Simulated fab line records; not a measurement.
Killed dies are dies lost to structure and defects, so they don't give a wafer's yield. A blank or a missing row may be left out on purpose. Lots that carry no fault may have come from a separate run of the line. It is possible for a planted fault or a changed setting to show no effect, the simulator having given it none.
Comparing a struck lot with a sound one | flow n5_finfet | 15 steps out of a route of 1938
Sound: these wafers, L412.1, L412.3, L412.5. Struck: wafer L419.6; the same lot's L419.2 was not struck, so it is left out; see the end for the cause.
For every step that has rows: the tool of each side, followed by ch and its chambers, followed by its first start. Under that, the readings that differ: sound wafers | struck wafers | difference of the means | sigmas: that difference in standard deviations of wafers without a fault.
alike: readings with means less than 2 such deviations apart, plus words and numbers identical on both sides. not compared: withheld readings, readings lacking a value on some wafer, bounds such as >300 that could conceal the same value, and numbers that have no deviation in the record and whose values overlap.
A row with sigmas, a row that says differs or no value, or rows on one side alone: a step with any of these is where the two part. Numbers that don't overlap but have no deviation are shown without sigmas and don't part them. A reading missing from all wafers of one side parts the sides only when that side holds two or more wafers.

first, 1 step without rows for these wafers: N5_HKMG_FIN_STRIP_34 (strips in CF4).
N5_HKMG_FIN_ETCH_35: etches SOC in N2/H2, target depth 215.8 nm, time 243.4 s.
  sound on rie_diel-01 ch 0,1,3, day 6 07:30; struck on rie_diel-06 ch 0, day 7 23:45
  reading                         | sound             | struck | difference | sigmas
  drypump_motor_current_A (A)     | 5.7 5.3 6.2       | 4.8    | -0.9       | -2
  rf_vpp_V (V)                    | 140.2 140.7 142.1 | 143.5  | +2.5       | +2
  showerhead_plenum_p_Torr (Torr) | 2.51 2.47 2.53    | 2.68   | +0.18      | +2
  alike: h2_flow_sccm, oes_product_au, throttle_valve_pct
  not compared: rf_hours_counter_h
N5_HKMG_FIN_STRIP_92: strips SOC in N2/H2, time 20 s.
  sound on rie_diel-01 ch 0,1,3, day 6 07:39; struck on rie_diel-06 ch 0, day 7 23:54
  reading                         | sound          | struck | difference | sigmas
  drypump_motor_current_A (A)     | 5.6 5.4 6.2    | 4.8    | -0.9       | -2
  rf_vpp_V (V)                    | 52.9 53.4 53.0 | 54.8   | +1.7       | +2
  showerhead_plenum_p_Torr (Torr) | 3.32 3.26 3.34 | 3.54   | +0.23      | +2
  alike: h2_flow_sccm, oes_product_au, temp_c, throttle_valve_pct
  not compared: rf_hours_counter_h
then, 1 step without rows for these wafers: N5_HKMG_FIN_WET_ETCH_18 (etches TiN in SC1, time 55 s, target depth 5.2 nm, rinse time 30 s).
N5_HKMG_FIN_STRIP_19: strips in N2/H2, time 360 s.
  sound on plasma_asher-01 ch 0,1, day 6 07:50; struck on plasma_asher-02 ch 0, day 8 00:02
  alike: drypump_motor_current_A, h2_flow_sccm, heater_power_w, temp_c
  not compared: rf_hours_counter_h
then, 2 steps without rows for these wafers: N5_HKMG_FIN_ALD_91 (deposits TiN, target thk 1 nm, pulse time 1 s, purge time 3 s); N5_HKMG_FIN_COAT_85 (time 60 s, resist thk 300 nm).
N5_HKMG_FIN_ETCH_86: etches SOC in N2/H2, stops on TiN, target depth 393.2 nm.
  sound on rie_diel-01 ch 0,1, day 6 08:33; struck on rie_diel-06 ch 3, day 8 00:50
  alike: drypump_motor_current_A, h2_flow_sccm, oes_product_au, rf_vpp_V, showerhead_plenum_p_Torr, throttle_valve_pct
  not compared: rf_hours_counter_h
then, 2 steps without rows for these wafers: N5_HKMG_FIN_STRIP_89 (strips SOC in N2/H2, time 20 s); N5_HKMG_FIN_WET_ETCH_87 (etches TiN in SC1, time 154.2 s, target depth 4.7 nm, rinse time 30 s).
N5_HKMG_FIN_STRIP_88: strips in N2/H2, time 360 s.
  sound on plasma_asher-01 ch 0, day 6 08:48; struck on plasma_asher-02 ch 1, day 8 01:05
  alike: drypump_motor_current_A, h2_flow_sccm, heater_power_w, temp_c
  not compared: rf_hours_counter_h
then, 1 step without rows for these wafers: N5_HKMG_FIN_NWFM_ALD_20 (deposits TiAlC, target thk 2 nm, pulse time 3 s, purge time 2 s).
N5_HKMG_FIN_ALD_71: deposits TiN, target thk 1 nm, pulse time 1 s, purge time 3 s.
  sound on ald_metal-03 ch 0,1, day 6 09:17; struck on ald_metal-02 ch 2, day 8 01:34
  reading                                  | sound    | struck | difference | sigmas
  ald_cycles                               | 47 47 47 | 62     | +15        |
  model.TiN_of_HKMG_FIN_ALD_71.thk_nm (nm) | 1 1 1    | 1.4    | +0.4       |
  alike: heater_power_w, precursor_pulse_height_rel
then, 1 step without rows for these wafers: N5_HKMG_FIN_COAT_66 (time 60 s, resist thk 300 nm).
-- the record jumps here: 4 days lie between the struck wafers' starts before and after (it left off in module HKMG_FIN and takes up again in module BEOL_M4, whose first step shown is number 1111 of the route) --
N5_BEOL_M4_RC_MEAS_101:
  sound on prober-02 ch 0, day 10 02:19; struck on prober-01 ch 0, day 11 16:14
  reading        | sound             | struck | difference | sigmas
  DIBL_N (mV/V)  | 34.5 35.4 33.3    | 37.4   | +3.0       | +2
  DIBL_P (mV/V)  | 33.5 34.2 31.3    | 37.0   | +4.0       | +2
  IOFF_N (nA/um) | 0.130 0.139 0.104 | 0.184  | +0.060     | +2
  VT_N (mV)      | 254 254 258       | 248    | -7         | -2
  alike: IOFF_P, ION_N, ION_P, SS_N, SS_P, VT_P

## WHERE THEY PART
Last at N5_BEOL_M4_RC_MEAS_101 as far as this record goes, first at N5_HKMG_FIN_ETCH_35.

WHY: what had been put in by the simulator
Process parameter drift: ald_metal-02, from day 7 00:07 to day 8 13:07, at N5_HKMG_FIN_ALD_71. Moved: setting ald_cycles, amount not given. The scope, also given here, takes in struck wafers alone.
